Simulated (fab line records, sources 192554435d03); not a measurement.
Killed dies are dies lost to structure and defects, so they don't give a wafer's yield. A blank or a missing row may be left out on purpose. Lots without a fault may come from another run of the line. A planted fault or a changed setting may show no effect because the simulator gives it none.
Which tool did it? | flow n5_finfet | 11 lots, 32 wafers sampled, at 2 steps of a route of 1938

WHAT THE GAUGES READ, wafer by wafer
N5_BEOL_M5_OVL_MEAS_12.
lot  | measured     | on         | M5_OVL (nm)
L782 | day 10 02:45 | overlay-02 | 0.6 0.9 0.9
L784 | day 10 06:24 | overlay-01 | 1.5 1.4 0.7
L786 | day 10 08:37 | overlay-01 | 0.8 1.6 1.9
L787 | day 10 19:41 | overlay-01 | 0.2 0.8 0.0
L789 | day 11 14:17 | overlay-01 | 0.4 0.6 0.8
L794 | day 12 10:03 | overlay-02 | 0.2 0.3 0.6
L793 | day 12 16:10 | overlay-02 | -0.2 0.4 -0.1
L792 | day 12 17:31 | overlay-02 | 0.3 0.2 -0.3
L796 | day 13 00:52 | overlay-02 | -0.5 1.4 1.2
L798 | day 13 23:18 | overlay-02 | 0.7 -0.2 -0.2
L801 | day 14 09:45 | overlay-02 | 0.8 1.2

WHICH TOOL RAN EACH LOT (tool, then ch and the chambers of the sampled wafers, then the start)
lot  | N5_BEOL_M5_CURE_79
L782 | uv_cure-01 ch 2, day 10 01:28
L784 | uv_cure-02 ch 2, day 10 04:23
L786 | uv_cure-01 ch 0, day 10 07:40
L787 | uv_cure-01 ch 1, day 10 18:23
L789 | uv_cure-02 ch 1, day 11 12:55
L794 | uv_cure-03 ch 2, day 12 08:29
L793 | uv_cure-03 ch 2, day 12 12:44
L792 | uv_cure-01 ch 2, day 12 13:43
L796 | uv_cure-01 ch 0, day 12 22:50
L798 | uv_cure-02 ch 0, day 13 19:49
L801 | uv_cure-03 ch 2, day 14 07:53
- N5_BEOL_M5_CURE_79: cures SiCOH lowk, time 240 s.

THE ANSWER, worked out from the rows above alone
Rule: what is usual is taken from the lots themselves. Put in order of their means at a reading, lots are off if they are a third of the lots or fewer, leave a main group of 4 or more, and stand apart from it by a gap of 3 or more times the standard deviation of the main group's means; of several such gaps the widest counts. A main group whose means are all the same, to the digits that the tables above print for the reading, isn't used. A lot without any number at a reading at which 4 lots or more have one is off too. The other lots that the step has rows for count as sound.
No lot is off at any reading shown: from this, nothing can be told.

WHAT THE SIMULATOR HAD PUT IN
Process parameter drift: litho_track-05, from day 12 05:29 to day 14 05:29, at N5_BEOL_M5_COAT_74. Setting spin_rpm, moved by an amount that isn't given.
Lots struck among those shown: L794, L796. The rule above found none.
